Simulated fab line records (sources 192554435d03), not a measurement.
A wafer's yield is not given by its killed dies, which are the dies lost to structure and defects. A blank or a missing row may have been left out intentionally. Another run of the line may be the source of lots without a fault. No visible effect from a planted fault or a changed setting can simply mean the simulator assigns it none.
Which tool is to blame? + flow n5Finfet + 9 lots with 27 wafers sampled at 6 steps, on a route of 1938 steps

WHAT EACH GAUGE READ, for each wafer
N5_BEOL_M1_THK_MEAS_01.
| lot  | measured     | on           | M1_ILD_THK (nm)  |
|------|--------------|--------------|------------------|
| L286 | day 6 06:20  | filmMetro-01 | 79.8 80.5 80.8   |
| L291 | day 7 21:28  | filmMetro-02 | 79.0 77.7 79.8   |
| L292 | day 8 00:23  | filmMetro-01 | 77.9 78.5 79.7   |
| L296 | day 9 03:53  | filmMetro-01 | 78.6 80.5 120.4  |
| L299 | day 9 17:41  | filmMetro-01 | 80.2 120.1 119.2 |
| L301 | day 10 06:19 | filmMetro-01 | 78.0 80.5 80.3   |
| L302 | day 10 10:19 | filmMetro-02 | 79.3 80.4 80.1   |
| L303 | day 10 16:02 | filmMetro-02 | 78.3 78.6 79.4   |
| L304 | day 10 22:47 | filmMetro-02 | 77.0 76.9 78.9   |

N5_BEOL_M4_RC_MEAS_101.
| lot  | measured     | on        | DIBL_N (mV/V)  | DIBL_P (mV/V)  | IOFF_N (nA/um)    | IOFF_P (nA/um) | ION_N (uA/um) | ION_P (uA/um) | SS_N (mV/dec)  | SS_P (mV/dec)  | VT_N (mV)         | VT_P (mV)      |
|------|--------------|-----------|----------------|----------------|-------------------|----------------|---------------|---------------|----------------|----------------|-------------------|----------------|
| L286 | day 9 19:06  | prober-01 | 34.4 32.8 34.7 | 34.2 32.1 34.6 | 0.113 0.097 0.123 | 0.17 0.14 0.18 | 654 654 664   | 457 454 460   | 70.8 70.5 71.1 | 72.5 72.9 73.6 | 255.3 255.2 254.6 | -254 -256 -253 |
| L291 | day 15 11:17 | prober-02 | 36.1 36.3 34.5 | 37.0 37.2 35.2 | 0.162 0.155 0.132 | 0.20 0.20 0.18 | 674 663 660   | 458 451 453   | 71.9 71.7 71.2 | 73.4 72.9 73.7 | 249.5 251.1 252.5 | -251 -254 -254 |
| L292 | day 12 01:49 | prober-02 | 33.4 37.6 34.8 | 33.2 38.7 34.7 | 0.119 0.184 0.129 | 0.16 0.24 0.19 | 674 687 670   | 468 469 466   | 70.7 71.9 71.7 | 72.5 74.5 72.3 | 250.9 246.6 250.3 | -252 -245 -252 |
| L296 | day 12 17:15 | prober-02 | 37.5 38.5      | 39.4 40.3      | 0.196 0.211       | 0.24 0.26      | 679 686       | 463 470       | 72.0 72.0      | 74.1 74.4      | 245.8 245.1       | -251 -248      |
| L299 | day 14 03:13 | prober-01 | 35.1           | 35.2           | 0.152             | 0.23           | 678           | 474           | 70.9           | 72.6           | 250.0             | -247           |
| L301 | day 13 23:57 | prober-02 | 37.7 35.4 38.0 | 36.4 33.7 37.1 | 0.176 0.134 0.192 | 0.26 0.21 0.28 | 683 668 678   | 472 465 473   | 71.4 72.0 72.3 | 74.0 73.5 73.9 | 245.8 247.5 245.9 | -246 -246 -243 |
| L302 | day 14 07:26 | prober-02 | 38.0 36.2 36.5 | 38.0 36.0 35.8 | 0.180 0.142 0.143 | 0.24 0.20 0.20 | 680 664 667   | 466 459 463   | 71.8 71.0 71.7 | 73.8 73.3 73.8 | 249.6 249.0 253.3 | -252 -252 -252 |
| L303 | day 14 10:12 | prober-01 | 35.4 34.7 35.4 | 37.6 37.2 38.1 | 0.143 0.137 0.149 | 0.19 0.18 0.20 | 670 666 676   | 459 456 467   | 71.4 71.4 72.0 | 73.7 73.1 73.9 | 252.1 250.1 250.3 | -254 -253 -251 |
| L304 | day 13 08:01 | prober-02 | 38.0 38.5 37.6 | 38.1 38.8 37.3 | 0.182 0.194 0.169 | 0.29 0.30 0.27 | 677 677 682   | 472 472 474   | 71.6 72.2 71.2 | 74.0 74.7 73.8 | 249.0 250.4 250.2 | -244 -244 -244 |

TOOL THAT RAN EACH LOT (tool first, then ch and the chambers of the sampled wafers, then the start)
| lot  | N5_BEOL_M0_ANNEAL_117       | N5_BEOL_M0_PRE_CLEAN_131        | N5_BEOL_M1_ILD_DEP_00          | N5_BEOL_M1_PECVD_72            |
|------|-----------------------------|---------------------------------|--------------------------------|--------------------------------|
| L286 | pvdSputter-03, day 6 04:49  | cvdCo-01 ch 0,2, day 6 05:57    | pecvd-03 ch 0,2, day 6 06:16   | pecvd-02 ch 1,2, day 6 06:22   |
| L291 | pvdSputter-01, day 7 19:59  | cvdCo-02 ch 0,1,2, day 7 21:06  | pecvd-02 ch 0,1, day 7 21:23   | pecvd-04 ch 1,2, day 7 21:30   |
| L292 | pvdSputter-03, day 7 22:25  | cvdCo-02 ch 0,2, day 8 00:02    | pecvd-03 ch 1,2, day 8 00:19   | pecvd-03 ch 0,2, day 8 00:25   |
| L296 | pvdSputter-02, day 9 02:24  | cvdCo-02 ch 1,2, day 9 03:31    | pecvd-03 ch 0,1,2, day 9 03:49 | pecvd-02 ch 0,1,2, day 9 03:55 |
| L299 | pvdSputter-01, day 9 15:36  | cvdCo-01 ch 0,2, day 9 17:19    | pecvd-03 ch 0,1, day 9 17:37   | pecvd-04 ch 0,1,2, day 9 17:44 |
| L301 | pvdSputter-01, day 10 04:52 | cvdCo-02 ch 0,1,2, day 10 05:58 | pecvd-02 ch 0,2, day 10 06:15  | pecvd-03 ch 0,1, day 10 06:22  |
| L302 | pvdSputter-01, day 10 08:52 | cvdCo-02 ch 0,1,2, day 10 09:58 | pecvd-04 ch 1,2, day 10 10:15  | pecvd-02 ch 0,1, day 10 10:21  |
| L303 | pvdSputter-01, day 10 14:27 | cvdCo-01 ch 0,1,2, day 10 15:41 | pecvd-02 ch 0,2, day 10 15:58  | pecvd-04 ch 1,2, day 10 16:04  |
| L304 | pvdSputter-02, day 10 21:19 | cvdCo-01 ch 1,2, day 10 22:26   | pecvd-02 ch 0,1, day 10 22:43  | pecvd-03 ch 0,1, day 10 22:50  |
- N5_BEOL_M0_ANNEAL_117: time 60 s.
- N5_BEOL_M0_PRE_CLEAN_131: time 15 s.
- N5_BEOL_M1_ILD_DEP_00: deposits SiOC from DEMS/O2, target thk 79 nm, time 15.3 s.
- N5_BEOL_M1_PECVD_72: deposits SiO2 from TEOS/O2, target thk 16 nm, time 18 s.

AS READ BY THE TOOLS THEMSELVES (means over the sampled wafers that have a number; for cases with no such wafer, the mark the record gives instead)
N5_BEOL_M0_ANNEAL_117.
| lot  | tool          | heaterPowerW (W) |
|------|---------------|------------------|
| L286 | pvdSputter-03 | 793              |
| L291 | pvdSputter-01 | 801              |
| L292 | pvdSputter-03 | 840              |
| L296 | pvdSputter-02 | 792              |
| L299 | pvdSputter-01 | 921              |
| L301 | pvdSputter-01 | 829              |
| L302 | pvdSputter-01 | 865              |
| L303 | pvdSputter-01 | 829              |
| L304 | pvdSputter-02 | 819              |

N5_BEOL_M0_PRE_CLEAN_131.
| lot  | tool     | heaterPowerW (W) | rfFwdPowerW (W) |
|------|----------|------------------|-----------------|
| L286 | cvdCo-01 | 92               | 297.1           |
| L291 | cvdCo-02 | 91               | 295.9           |
| L292 | cvdCo-02 | 94               | 296.7           |
| L296 | cvdCo-02 | 87               | 294.6           |
| L299 | cvdCo-01 | 90               | 298.3           |
| L301 | cvdCo-02 | 90               | 295.9           |
| L302 | cvdCo-02 | 90               | 295.2           |
| L303 | cvdCo-01 | 91               | 296.4           |
| L304 | cvdCo-01 | 89               | 296.9           |

N5_BEOL_M1_ILD_DEP_00.
| lot  | tool     | chamberPressureTorr (Torr) | heaterPowerW (W) | rfFwdPowerW (W) | showerheadPlenumPTorr (Torr) | throttleValvePct (%) |
|------|----------|----------------------------|------------------|-----------------|------------------------------|----------------------|
| L286 | pecvd-03 | 4.998                      | 532              | 493.5           | 5.696                        | 12.1                 |
| L291 | pecvd-02 | 4.995                      | 456              | 493.0           | 5.685                        | 11.9                 |
| L292 | pecvd-03 | 5.004                      | 579              | 492.1           | 5.697                        | 12.1                 |
| L296 | pecvd-03 | 5.015                      | 486              | 494.5           | 5.704                        | 12.1                 |
| L299 | pecvd-03 | 5.013                      | 463              | 495.0           | 5.702                        | 11.8                 |
| L301 | pecvd-02 | 5.002                      | 599              | 493.2           | 5.688                        | 11.7                 |
| L302 | pecvd-04 | 5.003                      | 562              | 495.4           | 5.692                        | 11.9                 |
| L303 | pecvd-02 | 4.994                      | 550              | 493.4           | 5.690                        | 11.9                 |
| L304 | pecvd-02 | 5.002                      | 492              | 490.9           | 5.677                        | 12.0                 |

N5_BEOL_M1_PECVD_72.
| lot  | tool     | chamberPressureTorr (Torr) | heaterPowerW (W) | rfFwdPowerW (W) | showerheadPlenumPTorr (Torr) | throttleValvePct (%) |
|------|----------|----------------------------|------------------|-----------------|------------------------------|----------------------|
| L286 | pecvd-02 | 5.495                      | 729              | 443.3           | 8.71                         | 22.0                 |
| L291 | pecvd-04 | 5.501                      | 863              | 445.8           | 8.77                         | 22.5                 |
| L292 | pecvd-03 | 5.502                      | 710              | 446.6           | 8.83                         | 22.6                 |
| L296 | pecvd-02 | 5.508                      | 838              | 443.6           | 8.72                         | 22.5                 |
| L299 | pecvd-04 | 5.501                      | 769              | 446.5           | 8.76                         | 22.4                 |
| L301 | pecvd-03 | 5.495                      | 615              | 447.6           | 8.87                         | 22.2                 |
| L302 | pecvd-02 | 5.488                      | 767              | 443.8           | 8.70                         | 22.7                 |
| L303 | pecvd-04 | 5.492                      | 726              | 443.2           | 8.76                         | 22.2                 |
| L304 | pecvd-03 | 5.487                      | 605              | 447.1           | 8.85                         | 22.2                 |

THE ANSWER, worked out from the rows above alone
Rule: the lots themselves supply what counts as usual. The widest of any qualifying gaps counts: lots, ordered by their means at a reading, are off when they make up no more than a third of the lots, leave a main group of 4 or more, and stand apart from it by 3 or more times the standard deviation of that group's means. A main group is skipped when, at the precision printed for the reading in the tables above, its means are all equal. Also off: a lot with no number at a reading for which 4 or more lots have one. Where the step has rows for the other lots, those lots are counted as sound. First the gauges in route order, then the tools' own readings, where a lot's mean is used as printed above. The first step at which some lot is off is used, and at that step the reading that is off furthest; a lot without a number counts as furthest.
Off: L296, L299, seen at N5_BEOL_M1_THK_MEAS_01 (M1_ILD_THK). The main group has a mean of 79.1 nm with a standard deviation of 0.86.
If a tool, at a process step before that reading, ran all the lots that are off and no sound lot after the first of them, it fits. The gauges at N5_BEOL_M1_THK_MEAS_01 are tried like those tools. One candidate fits, namely pecvd-03 at N5_BEOL_M1_ILD_DEP_00. Its last sound lot is L292 (day 8 00:19), its first lot that is off L296 (day 9 03:49): a fault that began between those two fits.

WHAT THE SIMULATOR HAD INSERTED
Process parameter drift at N5_BEOL_M1_ILD_DEP_00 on pecvd-03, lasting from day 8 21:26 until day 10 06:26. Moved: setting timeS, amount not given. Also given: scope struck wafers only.
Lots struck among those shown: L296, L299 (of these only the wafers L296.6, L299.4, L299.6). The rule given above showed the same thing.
